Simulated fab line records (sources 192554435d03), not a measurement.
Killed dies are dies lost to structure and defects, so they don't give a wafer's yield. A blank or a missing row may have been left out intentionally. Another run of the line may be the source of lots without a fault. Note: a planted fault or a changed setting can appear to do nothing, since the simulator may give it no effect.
fab line records -- flow n5_finfet
[record] lots = 7, wafers = 21
route steps=1938 shown BEOL_M0_SAQP@686 BEOL_M0_CUTY@711 BEOL_M0@715 BEOL_M1@751 BEOL_M2@841
start_h: start of the lot's first displayed wafer, in hours after the record's first day -- wait_h: hours from the lot's prior step to this one -- " identical to the entry in the row above -- L1.1+2: several wafers, shown together as one row -- - no value present, or no start provided -- * or withheld: withheld -- < > ~ a bound
route shown NAME@n: names a module that has steps shown in the file, with the first one's number in the route -- usual: average and standard deviation across the fault-free wafers -- same: alike in all rows -- chamber/n: place in a boat -- sites: each site's reading -- _std_site: standard deviation across them -- _edge_site: mean of outer sites minus mean of inner sites -- radius_mm: how far each site lies from the wafer's centre -- mask NAME#n: copy n -- behind: the tool/chamber that last shaped the wafer -- hold: what put the lot on hold/how long, in hours/how the hold closed -- device: the transistor (n, p or np) that didn't switch -- end of line: at the end of the route, the tests of the same wafers -- a step with no rows: only its recipe -- killed: the dies lost at the first sort to structure and to defects; this is not the yield of the wafer -- map: a wafer's dies, marking killed ones x, the rest . and places with no die _
set.NAME: the setting as run; set.NAME@STEP: as run at that earlier step -- model.NAME: the simulator's own value behind a step, which no gauge read
one table per step and one row per wafer, for lots whose settings were changed on purpose
[[steps]]
[step N5_BEOL_M0_SAQP_EXPOSE_37]
[recipe] mask_id = M0_CUT1, na = 0.33, source_shape = annular, sigma_inner = 0.35, sigma_outer = 0.8, polarization = unpolarized, target_cd_nm = 30, dose_mj = 44.75
lot.wafer,tool,chamber,start_h,wait_h,mask,set.dose_mj
L075.2+4,euv_scanner-02,0,120.66,-,M0_CUT1#0,46.36
L075.5,euv_scanner-02,0,120.66,-,M0_CUT1#0,44.75
L078.1+5,euv_scanner-01,0,136.49,-,M0_CUT1#0,44.75
L078.3,euv_scanner-01,0,136.49,-,M0_CUT1#0,42.26
L077.4+5+6,euv_scanner-02,0,142.24,-,M0_CUT1#0,44.75
L081.2,euv_scanner-02,0,152.71,-,M0_CUT1#0,44.75
L081.5+6,euv_scanner-02,0,152.71,-,M0_CUT1#0,45.86
L082.1+5,euv_scanner-02,0,155.87,-,M0_CUT1#0,46.32
L082.4,euv_scanner-02,0,155.87,-,M0_CUT1#0,44.75
L084.2+3+6,euv_scanner-02,0,175.26,-,M0_CUT1#0,44.75
L086.1+2+3,euv_scanner-01,0,191.15,-,M0_CUT1#0,41.5
[step N5_BEOL_M0_SAQP_PEB_38]
[recipe] peb_temp_c = 100, peb_time_s = 60, resist = CAR-EUV
[step N5_BEOL_M0_SAQP_DEVELOP_39]
[recipe] develop_time_s = 30, developer = TMAH, resist = CAR-EUV, rinse_liquid = surfactant_rinse, dry = air_spin, dev_temp_c = 23
[step N5_BEOL_M0_SAQP_DESCUM_45]
[recipe] chemistry = O2, time_s = 7, source_power_w = 50, bias_power_w = 20, pressure_mtorr = 20, rf_frequency_hz = 2.712e+07, temp_c = 40, resist = CAR-EUV, o2_flow_sccm = 225
lot.wafer,tool,chamber,start_h,wait_h,set.dose_mj@BEOL_M0_SAQP_EXPOSE_37,model.BEOL_M0_SAQP.cd_nm
L075.2,rie_diel-01,1,121.41,0.5,46.36,31
L075.4,rie_diel-01,1,121.41,0.5,46.36,30.8
L075.5,rie_diel-01,3,121.41,0.5,44.75,29.6
L078.1,rie_diel-01,0,137.13,0.4,44.75,30
L078.3,rie_diel-01,3,137.13,0.4,42.26,28.6
L078.5,rie_diel-01,1,137.13,0.4,44.75,30.2
L077.4,rie_diel-03,1,142.91,0.5,44.75,29.8
L077.5+6,rie_diel-03,"3,2",142.91,0.5,44.75,30
L081.2,rie_diel-01,1,152.96,0.0,44.75,30.4
L081.5+6,rie_diel-01,"3,0",152.96,0.0,45.86,30.6
L082.1+5,rie_diel-05,1,156.14,0.0,46.32,30.2
L082.4,rie_diel-05,3,156.14,0.0,44.75,29.8
L084.2,rie_diel-01,1,175.59,0.1,44.75,30.4
L084.3,rie_diel-01,2,175.59,0.1,44.75,30
L084.6,rie_diel-01,3,175.59,0.1,44.75,29.8
L086.1+3,rie_diel-03,"2,1",191.41,0.0,41.5,28.4
L086.2,rie_diel-03,3,191.41,0.0,41.5,28.2
[step N5_BEOL_M0_SAQP_ETCH_88]
[recipe] chemistry = N2/H2, target = underlayer, target_depth_a = 65, time_s = 5.2, ion_energy_ev = 200, mask_material = CAR-EUV, pressure_mtorr = 30, source_w = 840, bias_w = 150, n2_flow_sccm = 200, h2_flow_sccm = 200, ends = cleared
[step N5_BEOL_M0_SAQP_ETCH_73]
[recipe] chemistry = CF4, target = SiARC, target_depth_a = 195, mask_material = CAR-EUV, time_s = 32.5, ion_energy_ev = 80, pressure_mtorr = 40, source_w = 545, bias_w = 36, Ar_flow_sccm = 100, cf4_flow_sccm = 100, ends = cleared
lot.wafer,tool,chamber,start_h,wait_h,set.dose_mj@BEOL_M0_SAQP_EXPOSE_37,model.BEOL_M0_SAQP.cd_nm
L075.2,rie_diel-01,1,121.46,0.0,46.36,30.8
L075.4,rie_diel-01,1,121.46,0.0,46.36,30.6
L075.5,rie_diel-01,3,121.46,0.0,44.75,29.6
L078.1,rie_diel-01,0,137.18,0.0,44.75,30.2
L078.3,rie_diel-01,3,137.18,0.0,42.26,28.6
L078.5,rie_diel-01,1,137.18,0.0,44.75,30
L077.4+5,rie_diel-03,"1,3",142.96,0.0,44.75,29.8
L077.6,rie_diel-03,2,142.96,0.0,44.75,30
L081.2,rie_diel-01,1,153.01,0.0,44.75,30.4
L081.5+6,rie_diel-01,"3,0",153.01,0.0,45.86,30.6
L082.1,rie_diel-05,1,156.19,0.0,46.32,30
L082.4,rie_diel-05,3,156.19,0.0,44.75,30
L082.5,rie_diel-05,1,156.19,0.0,46.32,30.2
L084.2,rie_diel-01,1,175.64,0.0,44.75,30.4
L084.3+6,rie_diel-01,"2,3",175.64,0.0,44.75,30
L086.1+2+3,rie_diel-03,"2,3,1",191.46,0.0,41.5,28.4
[step N5_BEOL_M0_SAQP_CUT_ETCH_46]
[recipe] chemistry = N2/H2, target = SOC, target_depth_a = 1350, overetch_a = 270, temp_c = 40, time_s = 202.5, ion_energy_ev = 200, mask_material = SiARC, pressure_mtorr = 30, source_w = 840, bias_w = 150, n2_flow_sccm = 200, h2_flow_sccm = 200
[step N5_BEOL_M0_SAQP_STRIP_74]
[recipe] chemistry = N2/H2, temp_c = 40, n2_flow_sccm = 200, h2_flow_sccm = 200, rf_frequency_hz = 6e+07
[step N5_BEOL_M0_CUTY_DESCUM_61]
[recipe] chemistry = O2, time_s = 7.9, source_power_w = 50, bias_power_w = 20, pressure_mtorr = 20, rf_frequency_hz = 2.712e+07, temp_c = 40, resist = CAR-ArF-block, o2_flow_sccm = 225
[step N5_BEOL_M0_CUTY_ETCH_62]
[recipe] chemistry = CF4, target = SiARC, mask_material = CAR-ArF-block, time_s = 58.5, ion_energy_ev = 80, pressure_mtorr = 40, source_w = 545, bias_w = 36, Ar_flow_sccm = 100, cf4_flow_sccm = 100, ends = cleared
[step N5_BEOL_M0_CUTY_ETCH_63]
[recipe] chemistry = N2/H2, target = SOC, target_depth_a = 827, overetch_a = 165, mask_material = SiARC, temp_c = 40, ion_energy_ev = 200, time_s = 124, pressure_mtorr = 30, source_w = 840, bias_w = 150, n2_flow_sccm = 200, h2_flow_sccm = 200
lot.wafer,tool,chamber,start_h,wait_h,set.target_thk_a@BEOL_M0_SAQP_SPACER2_ALD_26,model.SiO2_of_BEOL_M0_SAQP_SPACER2_ALD_26.thk_nm
L075.2,rie_diel-06,2,123.33,0.0,142.9,6.4
L075.4,rie_diel-06,1,123.33,0.0,142.9,6.6
L075.5,rie_diel-06,0,123.33,0.0,150,7.2
L078.1,rie_diel-04,3,139.95,0.0,165.1,8.4
L078.3,rie_diel-04,2,139.95,0.0,165.1,8.6
L078.5,rie_diel-04,1,139.95,0.0,150,7.4
L077.4+5,rie_diel-06,"0,2",144.31,0.1,150,7.2
L077.6,rie_diel-06,1,144.31,0.1,150,7.4
L081.2,rie_diel-04,2,154.88,0.0,150,7
L081.5+6,rie_diel-04,"1,2",154.88,0.0,150,7.2
L082.1,rie_diel-02,2,157.61,0.0,150,7
L082.4,rie_diel-02,0,157.61,0.0,150,7.2
L082.5,rie_diel-02,2,157.61,0.0,160.6,8.2
L084.2+6,rie_diel-06,"0,2",177.06,0.0,150,7.2
L084.3,rie_diel-06,2,177.06,0.0,150,7.4
L086.1,rie_diel-02,3,193.00,0.0,150,7.2
L086.2,rie_diel-02,2,193.00,0.0,159.3,8
L086.3,rie_diel-02,1,193.00,0.0,159.3,8.2
[step N5_BEOL_M0_CUTY_STRIP_64]
[recipe] chemistry = N2/H2, temp_c = 40, n2_flow_sccm = 200, h2_flow_sccm = 200, rf_frequency_hz = 6e+07
[step N5_BEOL_M0_ETCH_138]
[recipe] chemistry = CH3F/O2, target_depth_a = 120, target = SiCN, time_s = 31.6, ion_energy_ev = 120, pressure_mtorr = 30, source_w = 395, bias_w = 75, Ar_flow_sccm = 150, CH3F_flow_sccm = 30, O2_flow_sccm = 20, ends = cleared
[step N5_BEOL_M0_HM_OPEN_105]
[recipe] chemistry = Cl2/BCl3, target_depth_a = 120, target = TiN, ion_energy_ev = 150, pressure_mtorr = 10, icp_w = 1000, bias_w = 126, Cl2_flow_sccm = 53.25, bcl3_flow_sccm = 21.75, Ar_flow_sccm = 25
lot.wafer,tool,chamber,start_h,wait_h,set.target_thk_a@BEOL_M0_SAQP_SPACER2_ALD_26,model.SiO2_of_BEOL_M0_SAQP_SPACER2_ALD_26.thk_nm
L075.2,rie_metal-03,0,123.64,0.1,142.9,2
L075.4,rie_metal-03,0,123.64,0.1,142.9,2.2
L075.5,rie_metal-03,0,123.64,0.1,150,2.8
L078.1,rie_metal-02,0,141.77,1.7,165.1,4
L078.3,rie_metal-02,0,141.77,1.7,165.1,4.2
L078.5,rie_metal-02,0,141.77,1.7,150,3
L077.4+5,rie_metal-02,0,147.14,2.7,150,2.8
L077.6,rie_metal-02,0,147.14,2.7,150,3
L081.2,rie_metal-02,1,155.14,0.1,150,2.6
L081.5+6,rie_metal-02,"1,0",155.14,0.1,150,2.8
L082.1+4,rie_metal-01,0,159.88,2.1,150,2.8
L082.5,rie_metal-01,0,159.88,2.1,160.6,3.6
L084.2+3,rie_metal-03,0,177.35,0.1,150,3
L084.6,rie_metal-03,0,177.35,0.1,150,2.8
L086.1,rie_metal-02,0,193.30,0.1,150,3
L086.2,rie_metal-02,1,193.30,0.1,159.3,3.6
L086.3,rie_metal-02,0,193.30,0.1,159.3,4
[step N5_BEOL_M1_ILD_DEP_00]
[recipe] material = SiOC, target_thk_a = 790, temp_c = 350, precursor = DEMS/O2, pressure_torr = 5, rf_w = 500, time_s = 15.3
lot.wafer,tool,chamber,start_h,wait_h,set.time_s,model.SiOC_of_BEOL_M1_ILD_DEP_00.thk_nm
L075.2,pecvd-03,0,128.76,0.0,14.25,73.4
L075.4,pecvd-03,2,128.76,0.0,15.3,79.8
L075.5,pecvd-03,0,128.76,0.0,15.3,80.8
L078.1,pecvd-03,2,145.24,0.0,13.75,70.8
L078.3,pecvd-03,1,145.24,0.0,13.75,69.4
L078.5,pecvd-03,0,145.24,0.0,15.3,80.6
L077.4,pecvd-04,0,151.59,0.1,15.3,78
L077.5,pecvd-04,1,151.59,0.1,15.3,77
L077.6,pecvd-04,2,151.59,0.1,15.3,78.4
L081.2,pecvd-03,2,161.06,0.0,15.3,77.8
L081.5,pecvd-03,1,161.06,0.0,15.3,78.8
L081.6,pecvd-03,2,161.06,0.0,15.3,79.4
L082.1,pecvd-03,0,167.02,0.0,16.9,87.2
L082.4,pecvd-03,2,167.02,0.0,15.3,78.8
L082.5,pecvd-03,0,167.02,0.0,16.9,88.8
L084.2,pecvd-04,1,182.42,0.0,15.3,77.2
L084.3,pecvd-04,2,182.42,0.0,15.3,78.4
L084.6,pecvd-04,2,182.42,0.0,15.3,79.4
L086.1,pecvd-01,2,197.75,0.0,15.3,78
L086.2,pecvd-01,1,197.75,0.0,15.3,77.2
L086.3,pecvd-01,0,197.75,0.0,17.2,88.6
[step N5_BEOL_M1_THK_MEAS_01]
[recipe] reads = SiOC_of_BEOL_M1_ILD_DEP_00
[usual] M1_ILD_THK = 78.8/1.3
lot.wafer,tool,chamber,start_h,wait_h,set.time_s@BEOL_M1_ILD_DEP_00,M1_ILD_THK[nm]
L075.2,film_metro-02,-,128.82,0.1,14.25,73.4
L075.4,film_metro-02,-,128.82,0.1,15.3,79.8
L075.5,film_metro-02,-,128.82,0.1,15.3,80.8
L078.1,film_metro-02,-,145.31,0.0,13.75,70.8
L078.3,film_metro-02,-,145.31,0.0,13.75,69.3
L078.5,film_metro-02,-,145.31,0.0,15.3,80.6
L077.4,film_metro-02,-,151.64,0.0,15.3,78.0
L077.5,film_metro-02,-,151.64,0.0,15.3,77.0
L077.6,film_metro-02,-,151.64,0.0,15.3,78.5
L081.2,film_metro-01,-,161.13,0.1,15.3,77.7
L081.5,film_metro-01,-,161.13,0.1,15.3,78.8
L081.6,film_metro-01,-,161.13,0.1,15.3,79.3
L082.1,film_metro-02,-,167.08,0.0,16.9,87.1
L082.4,film_metro-02,-,167.08,0.0,15.3,78.8
L082.5,film_metro-02,-,167.08,0.0,16.9,88.8
L084.2,film_metro-02,-,182.49,0.1,15.3,77.3
L084.3,film_metro-02,-,182.49,0.1,15.3,78.5
L084.6,film_metro-02,-,182.49,0.1,15.3,79.4
L086.1,film_metro-02,-,197.82,0.0,15.3,78.1
L086.2,film_metro-02,-,197.82,0.0,15.3,77.2
L086.3,film_metro-02,-,197.82,0.0,17.2,88.7
[step N5_BEOL_M1_PECVD_72]
[recipe] material = SiO2, target_thk_a = 160, temp_c = 400, precursor = TEOS/O2, pressure_torr = 5.5, rf_w = 450, teos_flow_sccm = 53.8, gas = O2, flow_sccm = 3000, time_s = 18
lot.wafer,tool,chamber,start_h,wait_h,set.temp_c,model.SiO2_of_BEOL_M1_PECVD_72.thk_nm
L075.2,pecvd-04,2,128.86,0.0,400,15.6
L075.4,pecvd-04,2,128.86,0.0,400,15.8
L075.5,pecvd-04,0,128.86,0.0,415.5,14
L078.1,pecvd-03,0,145.34,0.0,414.1,14
L078.3,pecvd-03,1,145.34,0.0,400,16.2
L078.5,pecvd-03,2,145.34,0.0,414.1,14.4
L077.4,pecvd-01,2,151.69,0.1,400,16.2
L077.5,pecvd-01,1,151.69,0.1,400,15.6
L077.6,pecvd-01,0,151.69,0.1,391.5,16.8
L081.2,pecvd-04,2,161.17,0.0,400,15.8
L081.5+6,pecvd-04,"2,1",161.17,0.0,400,16.4
L082.1,pecvd-01,0,167.12,0.0,400,16
L082.4,pecvd-01,2,167.12,0.0,400,16.2
L082.5,pecvd-01,1,167.12,0.0,404.8,15.2
L084.2+3,pecvd-01,"0,2",182.53,0.0,400,16
L084.6,pecvd-01,0,182.53,0.0,400,16.4
L086.1,pecvd-01,2,197.86,0.0,400,15.6
L086.2,pecvd-01,0,197.86,0.0,400,16
L086.3,pecvd-01,1,197.86,0.0,400,15.4
[step N5_BEOL_M1_TRENCH_ETCH_37]
[recipe] chemistry = C4F6/O2, target_depth_a = 552.07, target = SiOC, time_s = 29, ion_energy_ev = 250, pressure_mtorr = 30, source_w = 355, bias_w = 185, Ar_flow_sccm = 300, C4F6_flow_sccm = 10, O2_flow_sccm = 10
lot.wafer,tool,chamber,start_h,wait_h,set.time_s
L075.2+4+5,rie_diel-01,"2,1,1",-,-,29
L078.1+3+5,rie_diel-01,"3,2,3",-,-,33.52
L081.2,rie_diel-01,2,-,-,26.85
L081.5+6,rie_diel-01,"1,0",-,-,29
L077.4+5+6,rie_diel-01,"3,0,1",-,-,29
L082.1+4+5,rie_diel-01,"1,2,1",-,-,35.52
L084.2+3+6,rie_diel-01,"1,2,2",-,-,29
L086.1,rie_diel-01,3,-,-,26.94
L086.2+3,rie_diel-01,"0,2",-,-,29
[step N5_BEOL_M1_ETCH_41]
[recipe] chemistry = CH3F/O2, target = SiCN, target_depth_a = 319, taper_deg = 2, time_s = 57.8, ion_energy_ev = 120, mask_material = TiN, pressure_mtorr = 30, source_w = 395, bias_w = 75, Ar_flow_sccm = 150, CH3F_flow_sccm = 30, O2_flow_sccm = 20
[step N5_BEOL_M1_STRIP_97]
[recipe] chemistry = N2/H2, time_s = 10, power_w = 450, temp_c = 40, pressure_mtorr = 20, rf_frequency_hz = 6e+07, bias_power_w = 7, n2_flow_sccm = 200, h2_flow_sccm = 200
[step N5_BEOL_M1_HM_STRIP_39]
[recipe] chemistry = peroxide_tin_strip, material = TiN, target_depth_a = 250, temp_c = 50, time_s = 158
lot.wafer,tool,chamber,start_h,wait_h,set.temp_c@BEOL_M1_PECVD_72,model.SiO2_of_BEOL_M1_PECVD_72.thk_nm
L075.2,wet_bench-03,4,136.08,0.0,400,15.4
L075.4,wet_bench-03,3,136.08,0.0,400,15.6
L075.5,wet_bench-03,5,136.08,0.0,415.5,13.8
L078.1,wet_bench-03,7,155.37,0.0,414.1,13.8
L078.3,wet_bench-03,4,155.37,0.0,400,16
L078.5,wet_bench-03,3,155.37,0.0,414.1,14.4
L081.2,wet_bench-04,1,165.28,0.0,400,15.6
L081.5+6,wet_bench-04,"0,3",165.28,0.0,400,16.2
L077.4,wet_bench-04,0,165.74,0.0,400,16
L077.5,wet_bench-04,6,165.74,0.0,400,15.4
L077.6,wet_bench-04,2,165.74,0.0,391.5,16.6
L082.1,wet_bench-05,5,174.15,0.0,400,15.8
L082.4,wet_bench-05,3,174.15,0.0,400,16
L082.5,wet_bench-05,1,174.15,0.0,404.8,15
L084.2+3,wet_bench-05,"3,6",188.60,0.0,400,15.8
L084.6,wet_bench-05,2,188.60,0.0,400,16.2
L086.1,wet_bench-05,2,203.26,0.0,400,15.6
L086.2,wet_bench-05,5,203.26,0.0,400,15.8
L086.3,wet_bench-05,4,203.26,0.0,400,15.4
[step N5_BEOL_M2_ILD_DEP_00]
[recipe] material = SiOC, target_thk_a = 790, temp_c = 350, precursor = DEMS/O2, pressure_torr = 5, rf_w = 500, time_s = 15.3
lot.wafer,tool,chamber,start_h,wait_h,set.time_s,model.SiOC_of_BEOL_M2_ILD_DEP_00.thk_nm
L075.2,pecvd-01,0,139.96,0.0,15.3,77.8
L075.4,pecvd-01,2,139.96,0.0,15.3,78.8
L075.5,pecvd-01,2,139.96,0.0,15.3,80.2
L078.1,pecvd-02,1,159.98,0.0,17.46,87
L078.3,pecvd-02,2,159.98,0.0,17.46,89.2
L078.5,pecvd-02,0,159.98,0.0,15.3,79.2
L081.2,pecvd-02,2,169.94,0.0,15.3,79.2
L081.5,pecvd-02,0,169.94,0.0,15.3,79.8
L081.6,pecvd-02,2,169.94,0.0,15.3,80.4
L077.4,pecvd-02,2,170.13,0.1,14.25,74.8
L077.5,pecvd-02,1,170.13,0.1,14.25,72.8
L077.6,pecvd-02,0,170.13,0.1,14.25,74
L082.1,pecvd-02,1,178.44,0.0,15.3,77.4
L082.4,pecvd-02,0,178.44,0.0,15.3,79
L082.5,pecvd-02,1,178.44,0.0,15.3,78
L084.2,pecvd-01,2,194.22,0.0,15.3,78.8
L084.3,pecvd-01,0,194.22,0.0,15.3,77.8
L084.6,pecvd-01,2,194.22,0.0,15.3,79.4
L086.1,pecvd-01,2,208.70,0.0,13.72,70.2
L086.2,pecvd-01,1,208.70,0.0,15.3,79.8
L086.3,pecvd-01,0,208.70,0.0,13.72,69.6
[step N5_BEOL_M2_THK_MEAS_01]
[recipe] reads = SiOC_of_BEOL_M2_ILD_DEP_00
[usual] M2_ILD_THK = 79.1/1.3
lot.wafer,tool,chamber,start_h,wait_h,set.time_s@BEOL_M2_ILD_DEP_00,M2_ILD_THK[nm]
L075.2,film_metro-02,-,140.04,0.1,15.3,77.8
L075.4,film_metro-02,-,140.04,0.1,15.3,78.8
L075.5,film_metro-02,-,140.04,0.1,15.3,80.1
L078.1,film_metro-01,-,160.04,0.0,17.46,86.9
L078.3,film_metro-01,-,160.04,0.0,17.46,89.1
L078.5,film_metro-01,-,160.04,0.0,15.3,79.3
L081.2,film_metro-01,-,170.01,0.1,15.3,79.3
L081.5,film_metro-01,-,170.01,0.1,15.3,79.8
L081.6,film_metro-01,-,170.01,0.1,15.3,80.4
L077.4,film_metro-01,-,170.18,0.0,14.25,74.8
L077.5,film_metro-01,-,170.18,0.0,14.25,72.8
L077.6,film_metro-01,-,170.18,0.0,14.25,74.1
L082.1,film_metro-02,-,178.51,0.0,15.3,77.5
L082.4,film_metro-02,-,178.51,0.0,15.3,79.0
L082.5,film_metro-02,-,178.51,0.0,15.3,78.1
L084.2,film_metro-01,-,194.29,0.1,15.3,78.8
L084.3,film_metro-01,-,194.29,0.1,15.3,77.7
L084.6,film_metro-01,-,194.29,0.1,15.3,79.4
L086.1,film_metro-02,-,208.77,0.0,13.72,70.2
L086.2,film_metro-02,-,208.77,0.0,15.3,79.7
L086.3,film_metro-02,-,208.77,0.0,13.72,69.6
[step N5_BEOL_M2_COAT_61]
[recipe] resist = SOC, temp_c = 250, time_s = 60, spin_rpm = 1500, resist_thk_nm = 60
lot.wafer,tool,chamber,start_h,wait_h,set.spin_rpm,model.SOC_of_BEOL_M2_COAT_61.thk_nm
L075.2+5,litho_track-01,0,140.52,0.1,1500,60.2
L075.4,litho_track-01,0,140.52,0.1,1500,60
L078.1,litho_track-01,0,161.20,0.1,1500,60.2
L078.3,litho_track-01,0,161.20,0.1,1545,59.4
L078.5,litho_track-01,0,161.20,0.1,1545,59.2
L081.2,litho_track-05,0,170.95,0.1,1500,59.8
L081.5+6,litho_track-05,0,170.95,0.1,1500,60
L077.4+6,litho_track-01,0,171.05,0.0,1432,61.4
L077.5,litho_track-01,0,171.05,0.0,1500,60
L082.1,litho_track-02,0,178.73,0.1,1570,58.2
L082.4,litho_track-02,0,178.73,0.1,1570,58.4
L082.5,litho_track-02,0,178.73,0.1,1500,59.6
L084.2+3,litho_track-01,0,196.21,0.1,1500,59.8
L084.6,litho_track-01,0,196.21,0.1,1500,60
L086.1,litho_track-01,0,210.42,0.1,1359,62.8
L086.2+3,litho_track-01,0,210.42,0.1,1500,59.8
[step N5_BEOL_M2_COAT_62]
[recipe] resist = SiARC, temp_c = 220, time_s = 60, spin_rpm = 1500, resist_thk_nm = 12
[step N5_BEOL_M2_COAT_73]
[recipe] resist = underlayer, temp_c = 205, time_s = 60, spin_rpm = 1500, resist_thk_nm = 5
[step N5_BEOL_M2_ETCH_74]
[recipe] chemistry = N2/H2, target = underlayer, target_depth_a = 65, mask_material = CAR-EUV, time_s = 5.2, ion_energy_ev = 200, pressure_mtorr = 30, source_w = 840, bias_w = 150, n2_flow_sccm = 200, h2_flow_sccm = 200, ends = cleared
[step N5_BEOL_M2_ETCH_63]
[recipe] chemistry = CF4, target = SiARC, target_depth_a = 156, mask_material = CAR-EUV, time_s = 26, ion_energy_ev = 80, pressure_mtorr = 40, source_w = 545, bias_w = 36, Ar_flow_sccm = 100, cf4_flow_sccm = 100, ends = cleared
[step N5_BEOL_M2_ETCH_64]
[recipe] chemistry = N2/H2, target = SOC, target_depth_a = 750, overetch_a = 225, mask_material = SiARC, temp_c = 40, time_s = 121.9, ion_energy_ev = 200, pressure_mtorr = 30, source_w = 840, bias_w = 150, n2_flow_sccm = 200, h2_flow_sccm = 200
lot.wafer,tool,chamber,start_h,wait_h,set.spin_rpm@BEOL_M2_COAT_61,model.etch.depth_nm
L075.2,rie_diel-02,0,141.28,0.0,1500,60.28
L075.4,rie_diel-02,3,141.28,0.0,1500,59.93
L075.5,rie_diel-02,0,141.28,0.0,1500,60.13
L078.1,rie_diel-04,1,162.05,0.0,1500,60.23
L078.3,rie_diel-04,3,162.05,0.0,1545,59.36
L078.5,rie_diel-04,1,162.05,0.0,1545,59.24
L081.2,rie_diel-04,3,172.23,0.0,1500,59.83
L081.5,rie_diel-04,3,172.23,0.0,1500,59.92
L081.6,rie_diel-04,0,172.23,0.0,1500,59.93
L077.4,rie_diel-04,2,172.55,0.1,1432,61.4
L077.5,rie_diel-04,3,172.55,0.1,1500,60.05
L077.6,rie_diel-04,0,172.55,0.1,1432,61.36
L082.1,rie_diel-06,1,179.20,0.0,1570,58.26
L082.4,rie_diel-06,2,179.20,0.0,1570,58.36
L082.5,rie_diel-06,1,179.20,0.0,1500,59.63
L084.2,rie_diel-04,0,197.06,0.0,1500,59.87
L084.3,rie_diel-04,1,197.06,0.0,1500,59.89
L084.6,rie_diel-04,2,197.06,0.0,1500,59.94
L086.1,rie_diel-06,1,210.99,0.0,1359,62.84
L086.2,rie_diel-06,0,210.99,0.0,1500,59.83
L086.3,rie_diel-06,3,210.99,0.0,1500,59.78
[step N5_BEOL_M2_STRIP_65]
[recipe] chemistry = N2/H2, temp_c = 40, n2_flow_sccm = 200, h2_flow_sccm = 200, rf_frequency_hz = 6e+07
[step N5_BEOL_M2_STRIP_75]
[recipe] chemistry = N2/H2, temp_c = 40, n2_flow_sccm = 200, h2_flow_sccm = 200, rf_frequency_hz = 6e+07
[step N5_BEOL_M2_STRIP_66]
[recipe] chemistry = CF4, resist = SiARC, power_w = 300, bias_power_w = 75, pressure_mtorr = 50, cf4_flow_sccm = 150, rf_frequency_hz = 6e+07
[step N5_BEOL_M2_HM_OPEN_17]
[recipe] chemistry = Cl2/BCl3, target_depth_a = 200, overetch_a = 60, target = TiN, mask_material = SOC, ion_energy_ev = 150, pressure_mtorr = 10, icp_w = 1000, bias_w = 126, Cl2_flow_sccm = 53.25, bcl3_flow_sccm = 21.75, Ar_flow_sccm = 25
lot.wafer,tool,chamber,start_h,wait_h,set.spin_rpm@BEOL_M2_COAT_61,model.SOC_of_BEOL_M2_COAT_61.thk_nm
L075.2+5,rie_metal-03,1,141.46,0.0,1500,52.2
L075.4,rie_metal-03,0,141.46,0.0,1500,52
L078.1,rie_metal-03,1,162.22,0.0,1500,52.4
L078.3,rie_metal-03,0,162.22,0.0,1545,51.6
L078.5,rie_metal-03,1,162.22,0.0,1545,51.4
L081.2+5+6,rie_metal-03,"1,1,0",172.40,0.0,1500,52
L077.4+6,rie_metal-01,1,172.70,0.1,1432,53.2
L077.5,rie_metal-01,0,172.70,0.1,1500,51.8
L082.1,rie_metal-02,1,179.37,0.0,1570,50
L082.4,rie_metal-02,1,179.37,0.0,1570,50.2
L082.5,rie_metal-02,0,179.37,0.0,1500,51.8
L084.2,rie_metal-03,1,197.26,0.1,1500,52
L084.3+6,rie_metal-03,1,197.26,0.1,1500,52.2
L086.1,rie_metal-03,0,211.17,0.0,1359,54.8
L086.2,rie_metal-03,1,211.17,0.0,1500,52
L086.3,rie_metal-03,0,211.17,0.0,1500,51.8
[[key]]
[split] step = N5_BEOL_M0_SAQP_EXPOSE_37, setting = dose_mj, stated = 44.75, by = wafer
[response] step = N5_BEOL_M0_SAQP_DESCUM_45, reading = model.BEOL_M0_SAQP.cd_nm, change = +0.239, per = 1%, r = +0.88
[response] step = N5_BEOL_M0_SAQP_ETCH_73, reading = model.BEOL_M0_SAQP.cd_nm, change = +0.211, per = 1%, r = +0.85
[split] step = N5_BEOL_M1_ILD_DEP_00, setting = time_s, stated = 15.3, by = wafer
[response] step = N5_BEOL_M1_ILD_DEP_00, reading = model.SiOC_of_BEOL_M1_ILD_DEP_00.thk_nm, change = +0.935, per = 1%, r = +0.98
[response] step = N5_BEOL_M1_THK_MEAS_01, reading = M1_ILD_THK, change = +0.937, per = 1%, r = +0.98
[split] step = N5_BEOL_M1_PECVD_72, setting = temp_c, stated = 400, by = wafer
[response] step = N5_BEOL_M1_PECVD_72, reading = model.SiO2_of_BEOL_M1_PECVD_72.thk_nm, change = -0.498, per = 1%, r = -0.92
[response] step = N5_BEOL_M1_HM_STRIP_39, reading = model.SiO2_of_BEOL_M1_PECVD_72.thk_nm, change = -0.487, per = 1%, r = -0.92
[split] step = N5_BEOL_M1_TRENCH_ETCH_37, setting = time_s, stated = 29, by = wafer
response none clear
[split] step = N5_BEOL_M2_ILD_DEP_00, setting = time_s, stated = 15.3, by = wafer
[response] step = N5_BEOL_M2_ILD_DEP_00, reading = model.SiOC_of_BEOL_M2_ILD_DEP_00.thk_nm, change = +0.745, per = 1%, r = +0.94
[response] step = N5_BEOL_M2_THK_MEAS_01, reading = M2_ILD_THK, change = +0.735, per = 1%, r = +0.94
[split] step = N5_BEOL_M2_COAT_61, setting = spin_rpm, stated = 1500, by = wafer
[response] step = N5_BEOL_M2_COAT_61, reading = model.SOC_of_BEOL_M2_COAT_61.thk_nm, change = -0.31, per = 1%, r = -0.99
[response] step = N5_BEOL_M2_ETCH_64, reading = model.etch.depth_nm, change = -0.311, per = 1%, r = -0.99
[response] step = N5_BEOL_M2_HM_OPEN_17, reading = model.SOC_of_BEOL_M2_COAT_61.thk_nm, change = -0.317, per = 1%, r = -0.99
split outside_this_file step=N5_BEOL_M0_SAQP_SPACER2_ALD_26 setting=target_thk_a
// split outside_this_file: this setting was split too, and the file shows its column; the key of that split is in another file
